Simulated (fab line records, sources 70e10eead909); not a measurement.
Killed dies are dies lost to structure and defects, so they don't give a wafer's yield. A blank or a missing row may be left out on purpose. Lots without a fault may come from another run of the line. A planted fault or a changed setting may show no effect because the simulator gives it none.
Chamber matching | flow nand_harc | NHARC_A_STAIRCASE_TRIM_12 on rie_diel-04: 4 sister chambers
The step chemistry O2, time 211.2 s. 8 wafers are shown with their chamber, then 10 later ones without.

WAFERS WITH THEIR CHAMBER
wafer  | chamber | showerhead_plenum_p_Torr (Torr) | oes_product_au (a.u.)
L079.6 | 3       | 3.30                            | 0.994
L083.1 | 1       | 3.54                            | 1.005
L083.4 | 2       | 3.44                            | 0.987
L086.1 | 3       | 3.29                            | 0.994
L086.4 | 2       | 3.44                            | 1.005
L086.6 | 0       | 3.57                            | 1.011
L089.3 | 0       | 3.56                            | 1.006
L089.4 | 1       | 3.53                            | 1.004

WAFERS WITHOUT THEIR CHAMBER
wafer  | showerhead_plenum_p_Torr (Torr) | oes_product_au (a.u.)
L089.5 | 3.43                            | 1.005
L090.1 | 3.56                            | 1.007
L090.3 | 3.53                            | 1.009
L090.6 | 3.56                            | 1.006
L094.1 | 3.56                            | 1.015
L094.4 | 3.43                            | 0.991
L094.5 | 3.81                            | 0.980
L096.1 | 3.43                            | 0.999
L096.5 | 3.43                            | 0.997
L096.6 | 3.80                            | 0.976

WHICH CHAMBER EACH WENT THROUGH
wafer  | from the rows above | in truth
L089.5 | 2                   | 2
L090.1 | 0                   | 0
L090.3 | 1                   | 1
L090.6 | 0                   | 0
L094.1 | 0                   | 0
L094.4 | 2                   | 2
L094.5 | 0                   | 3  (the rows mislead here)
L096.1 | 2                   | 2
L096.5 | 2                   | 2
L096.6 | 0                   | 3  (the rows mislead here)
Placed correctly: 8 of 10. Can't be placed from these rows: 0. Placed wrongly: 2.
How it was worked out, from the rows above alone: a wafer's distance from a chamber is the root of the sum, over the readings, of the square of ((its reading less the chamber's mean) divided by the reading's scatter). The wafer belongs to the nearest chamber; if the next one is less than 2 further off, it can't be placed. A chamber's mean is the mean of its shown wafers. The scatter: the root of (the sum of the squares of (reading less its chamber's mean) over the shown wafers, divided by (wafers less chambers)).
